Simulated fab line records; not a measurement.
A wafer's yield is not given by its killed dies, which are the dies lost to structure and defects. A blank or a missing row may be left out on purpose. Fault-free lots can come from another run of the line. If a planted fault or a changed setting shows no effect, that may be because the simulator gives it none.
Code-filled problem report in 8D (eight disciplines) form || flow nandHarc || the parts of the form that need people (team, actions taken, sign-off) are left out

## 1. PROBLEM STATEMENT
thkNm at NHARC_A_ONON_D1_THK_MEAS_11 reads a mean of 1541 nm on 6 wafers of 2 lots; wafers without a fault read 1001 nm with a standard deviation of 10. Relative to the usual mean, that is a shift of +54 standard deviations.
The step: measures by ellipsometry.
Seen first at day 11 14:59 on filmMetro-01, wafer L342.1. The record has a number at this step for 39 wafers belonging to 13 lots. Rule for "out", or "out of limits": more than 4 standard deviations from the usual mean. All remaining wafers that have a number are taken as sound.

## 2. WHAT IT IS, AND WHAT IT ISN'T
{"question": "which readings at this step", "is": "thkNm", "is not": "-"}
{"question": "which lots", "is": "L342, L345", "is not": "L327, L328, L329, L330, L331, L334, L335, L337, L339, L340, L350"}
{"question": "which wafers of those lots", "is": "all that have a number", "is not": "-"}
{"question": "read on which gauges", "is": "filmMetro-01", "is not": "filmMetro-02"}
{"question": "when", "is": "from day 11 14:59", "is not": "up to then (30 sound wafers); but 3 sound wafers of L350 came after"}

## 3. SUSPECTS, AND WHAT RULES EACH OUT
Counting: a tool at a process step up to the reading stays a suspect if it ran every lot that is out and no sound lot after the first of them.
- the gauge at NHARC_A_ONON_D1_THK_MEAS_11 has been ruled out. All the wafers that are out were read on filmMetro-01, but those of them that NHARC_END_SORT_01 has rows for are out there too, on other tools.
- pecvdOnon-02 at NHARC_A_ONON_D1_DEP_09 (target thk 1000 nm): kept. It processed each lot that is out, first L342 at day 11 14:29, and no sound lot thereafter; up to then, the last sound lot it processed was L339 at day 10 21:37.
Left after counting: pecvdOnon-02 at NHARC_A_ONON_D1_DEP_09.

## 4. THE CAUSE (what the simulator had put in)
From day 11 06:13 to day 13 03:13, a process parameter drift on pecvdOnon-02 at NHARC_A_ONON_D1_DEP_09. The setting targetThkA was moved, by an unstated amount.
Counting left only this tool.

## 5. SEQUENCE OF EFFECTS, ordered by route
Each row: a reading whose mean over the struck wafers that have a number lies more than 3 standard deviations from the usual. Only readings for which the record gives a usual standard deviation are gone through. hours: the time from each lot's start at the first step in this table that gives one to its start at this step, as a median over the lots. sigmas: the change in usual standard deviations.
{"hours": 0, "step": "NHARC_A_ONON_D1_THK_MEAS_11", "reading": "thkNm", "usual": "1001 nm", "on struck wafers": 1541, "change": "+540", "sigmas": "+54"}
{"hours": 288, "step": "NHARC_END_SORT_01", "reading": "killedAtArray", "usual": 26, "on struck wafers": 673, "change": "+647", "sigmas": "+75"}
{"hours": 288, "step": "NHARC_END_SORT_01", "reading": "killedDies", "usual": 30, "on struck wafers": 677, "change": "+647", "sigmas": "+73"}

## 6. HOW IT WOULD HAVE BEEN CAUGHT EARLIER
In this record the first reading out of limits at a measuring or inspecting step was taken at day 11 14:59, 9 hours after the fault began at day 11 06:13.
An alarm limit of 4 standard deviations would not have fired on the tool readings at NHARC_A_ONON_D1_DEP_09 for which the record gives a usual standard deviation, since none of them was out on any struck wafer.
Of the lots that are out (2), L345 began NHARC_A_ONON_D1_DEP_09 on pecvdOnon-02 after day 11 14:59. Holding the tool at that time would have saved it.
